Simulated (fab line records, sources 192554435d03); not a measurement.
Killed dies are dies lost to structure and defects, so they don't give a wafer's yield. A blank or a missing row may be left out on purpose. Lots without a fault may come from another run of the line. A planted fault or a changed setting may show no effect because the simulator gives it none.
Problem report in the 8D (eight disciplines) form, filled by code | flow n5_finfet | the parts of the form that need people (team, actions taken, sign-off) are left out

1. THE PROBLEM
M7_ILD_THK at N5_BEOL_M7_THK_MEAS_01 reads a mean of 242.0 nm on 6 wafers of 3 lots; wafers without a fault read 155.1 nm with a standard deviation of 2.2. That is +40 standard deviations from the usual mean.
First seen on wafer L762.2, day 13 03:51, on film_metro-01. The record holds 12 wafers of 5 lots with a number at this step. Rule for "out", or "out of limits": more than 4 standard deviations from the usual mean. The other wafers with a number count as sound.

2. WHAT IT IS AND WHAT IT IS NOT
question                    | is                                             | is not
which readings at this step | M7_ILD_THK                                     | -
which lots                  | L762, L764, L766                               | L750, L773
which wafers of those lots  | L762.2, L762.5, L764.2, L764.5, L766.2, L766.5 | L762.1
read on which gauges        | film_metro-01, film_metro-02                   | -
when                        | from day 13 03:51                              | up to then (4 sound wafers); but 2 sound wafers of L773 came after

3. SUSPECTS, AND WHAT RULES EACH OUT
Counting: a tool at a process step up to the reading stays a suspect if it ran every lot that is out. Sound lots after the first of them don't rule it out here, since some wafers of a struck lot are sound.
- the gauge at N5_BEOL_M7_THK_MEAS_01: ruled out. The wafers that are out were read on 2 gauges (film_metro-01, film_metro-02).
- pecvd-02 at N5_BEOL_M7_ILD_DEP_00 (deposits SiCOH lowk from DEMS/porogen, target thk 179.75 nm, time 33.4 s): kept. It ran every lot that is out, first L762 (day 13 01:25); its last sound lot up to then is L750 (day 9 05:45).
Left after counting: pecvd-02 at N5_BEOL_M7_ILD_DEP_00.

4. THE CAUSE (what the simulator had put in)
Process parameter drift: pecvd-02, from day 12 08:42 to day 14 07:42, at N5_BEOL_M7_ILD_DEP_00. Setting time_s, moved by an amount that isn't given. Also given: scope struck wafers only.
Counting left only this tool.

5. THE CHAIN OF EFFECTS, in route order
Each row: a reading whose mean over the struck wafers that have a number lies more than 3 standard deviations from the usual. Only readings for which the record gives a usual standard deviation are gone through. hours: the time from each lot's start at the first step in this table that gives one to its start at this step, as a median over the lots. sigmas: the change in usual standard deviations.
hours | step                    | reading              | usual    | on struck wafers | change | sigmas
0     | N5_BEOL_M7_THK_MEAS_01  | M7_ILD_THK           | 155.1 nm | 242.0            | +86.9  | +40
82    | N5_PASSIVATION_PROBE_49 | defect_limited_yield | 91.0 %   | 0.0              | -91.0  | -57
82    | N5_PASSIVATION_PROBE_49 | killed_at_M4_up      | 14       | 1108             | +1094  | +99 or more
82    | N5_PASSIVATION_PROBE_49 | killed_dies          | 106      | 1180             | +1074  | +57
82    | N5_PASSIVATION_PROBE_49 | killed_on_rim        | 14       | 152              | +138   | +34
82    | N5_PASSIVATION_PROBE_49 | sort_bin_5_function  | 5.3 %    | 97.0             | +91.7  | +92
82    | N5_PASSIVATION_PROBE_49 | sort_n_pass          | 1073     | 0                | -1073  | -56
82    | N5_PASSIVATION_PROBE_49 | sort_yield_pct       | 91.0 %   | 0.0              | -91.0  | -57
The process steps in it:
- N5_PASSIVATION_PROBE_49

6. WHAT WOULD HAVE CAUGHT IT SOONER
In this record the first reading out of limits at a measuring or inspecting step was taken at day 13 03:51, 19 hours after the fault began at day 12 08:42.
Of the tool readings at N5_BEOL_M7_ILD_DEP_00 for which the record gives a usual standard deviation, none was out on any struck wafer, so an alarm limit of 4 standard deviations on them would not have fired.
Of the lots that are out (3), L764, L766 began N5_BEOL_M7_ILD_DEP_00 on pecvd-02 after day 13 03:51. A hold on the tool at that time would have spared those 2.
